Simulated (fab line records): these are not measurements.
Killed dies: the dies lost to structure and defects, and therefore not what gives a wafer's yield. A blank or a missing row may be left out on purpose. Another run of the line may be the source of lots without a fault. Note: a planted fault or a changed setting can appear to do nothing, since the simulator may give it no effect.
A lot that was struck, set against a sound lot / flow nand_harc / 34 out of 1159 route steps
Sound: the wafers L877.1, L877.2, L877.5. Wafers struck: L893.2, L893.5, L893.6. At the end, the cause is stated.
Each step with rows lists, per side, the tool, then ch with its chambers, then its first start. Under that, the readings that differ: sound wafers / struck wafers / difference of the means / sigmas: that difference in standard deviations of wafers without a fault.
alike: readings whose means differ by less than 2 such deviations, and words and numbers that are the same on both sides. not compared: withheld readings, readings that some wafer has no value for, bounds like >300 that may hide the same value, and numbers for which the record gives no deviation and whose values overlap.
The two part at a step that has a row with sigmas, a row that says differs or no value, or rows on one side only. Numbers that have no deviation but don't overlap get no sigmas and don't part them. A reading missing from all wafers of one side parts the sides only when that side holds two or more wafers.

NHARC_A_STAIRCASE_DEP_322: deposits SiO2, target thk 3800 nm.
  sound on pecvd-01 ch 0,2, day 13 11:58; struck on pecvd-03 ch 0,2, day 17 14:32
  alike: heater_power_w, susceptor_temp_C
then, 8 steps without rows for these wafers: NHARC_A_STAIRCASE_ANNEAL_323 (time 1800 s); NHARC_A_STAIRCASE_DEP_325 (deposits SiO2, target thk 3800 nm); NHARC_A_STAIRCASE_ANNEAL_326 (time 1800 s); NHARC_A_STAIRCASE_DEHYDRATE_433 (time 120 s); NHARC_A_STAIRCASE_HMDS_434 (time 30 s); NHARC_A_STAIRCASE_COAT_435; NHARC_A_STAIRCASE_SOFTBAKE_436 (time 170 s); NHARC_A_STAIRCASE_EBR_437.
NHARC_A_STAIRCASE_EXPOSE_438: exposes mask STAIR REV.
  struck on krf_scanner-03, day 18 05:52; sound on krf_scanner-02 ch 0, day 14 04:47
  no value came back on the struck wafers for exposure_dose_mJ_cm2, focus_offset_nm (nm), stage_vel_mm_s (mm/s); on the sound wafers exposure_dose_mJ_cm2 reads 29.007 28.978 28.960
  alike: mask
then, 5 steps without rows for these wafers: NHARC_A_STAIRCASE_PEB_439 (peb time 130 s); NHARC_A_STAIRCASE_DEVELOP_440 (time 140 s); NHARC_A_STAIRCASE_HARDBAKE_442 (time 140 s); NHARC_A_STAIRCASE_DESCUM_443 (chemistry O2, time 3 s); NHARC_A_STAIRCASE_ETCH_444 (etches the open film in C4F8/O2, target depth 10200 nm, time 3400 s).
NHARC_A_STAIRCASE_STRIP_446: strips in O2.
  sound on plasma_asher-02 ch 0,1, day 14 08:01; struck on plasma_asher-02 ch 0,1, day 18 11:52
  alike: drypump_motor_current_A, heater_power_w
  not compared: rf_hours_counter_h
then, 3 steps without rows for these wafers: NHARC_A_STAIRCASE_STRIP_447 (strips in SPM, time 900 s); NHARC_A_STAIRCASE_PRECLEAN_448 (cleans in SC1); NHARC_A_STAIRCASE_SRD_449.
NHARC_A_STAIRCASE_CMP_450: polishes SiO2, target thk 200 nm.
  sound on cmp-02 ch 0,2, day 14 08:49; struck on cmp-02 ch 0,1,2, day 18 12:42
  alike: motor_current_A, retaining_ring_pressure_frac
then, 3 steps without rows for these wafers: NHARC_A_STAIRCASE_CMP_152 (polishes); NHARC_A_STAIRCASE_SRD_154; NHARC_A_STAIRCASE_ETCH_403 (etches SiO2 in dHF, target depth 108.2 nm).
NHARC_A_STAIRCASE_ETCHBACK_422: etches the open film in CH3F/O2, target depth 40 nm, time 74.286 s.
  sound on rie_diel-08 ch 1,2,3, day 14 09:43; struck on rie_diel-08 ch 0,1,2, day 18 13:14
  alike: bias_w, drypump_motor_current_A, oes_product_au, rf_vpp_V, showerhead_plenum_p_Torr, throttle_valve_pct
  not compared: rf_hours_counter_h
then, 4 steps without rows for these wafers: NHARC_A_STAIRCASE_ETCH_423 (etches SiO2 in dHF, target depth 30 nm); NHARC_A_STAIRCASE_ETCHBACK_157 (etches the open film in CH3F/O2, target depth 90 nm, time 167.14 s); NHARC_A_STAIRCASE_STRIP_475 (strips in O2, time 20 s); NHARC_A_STAIRCASE_DEP_471 (deposits SiO2, target thk 100 nm).
NHARC_A_STAIRCASE_CMP_472: polishes SiO2.
  sound on cmp-02 ch 1,2,3, day 14 10:40; struck on cmp-01 ch 2,3, day 18 14:33
  alike: motor_current_A, retaining_ring_pressure_frac
then, 5 steps without rows for these wafers: NHARC_A_STAIRCASE_SRD_474; NHARC_A_SGD_CUT_DEP_00 (deposits SiNx, target thk 50 nm); NHARC_A_SGD_CUT_DEHYDRATE_01 (time 120 s); NHARC_A_SGD_CUT_HMDS_02 (time 30 s); NHARC_A_SGD_CUT_COAT_56 (time 75 s).

WHERE THEY PART
Within this record, at NHARC_A_STAIRCASE_EXPOSE_438 only. Later steps at which nothing parts them and some readings are alike: NHARC_A_STAIRCASE_STRIP_446, NHARC_A_STAIRCASE_CMP_450, NHARC_A_STAIRCASE_ETCHBACK_422, NHARC_A_STAIRCASE_CMP_472.

WHY: what the simulator had put in
Step skipped in full: krf_scanner-03, at NHARC_A_STAIRCASE_EXPOSE_438, from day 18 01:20 onward. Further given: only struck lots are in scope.
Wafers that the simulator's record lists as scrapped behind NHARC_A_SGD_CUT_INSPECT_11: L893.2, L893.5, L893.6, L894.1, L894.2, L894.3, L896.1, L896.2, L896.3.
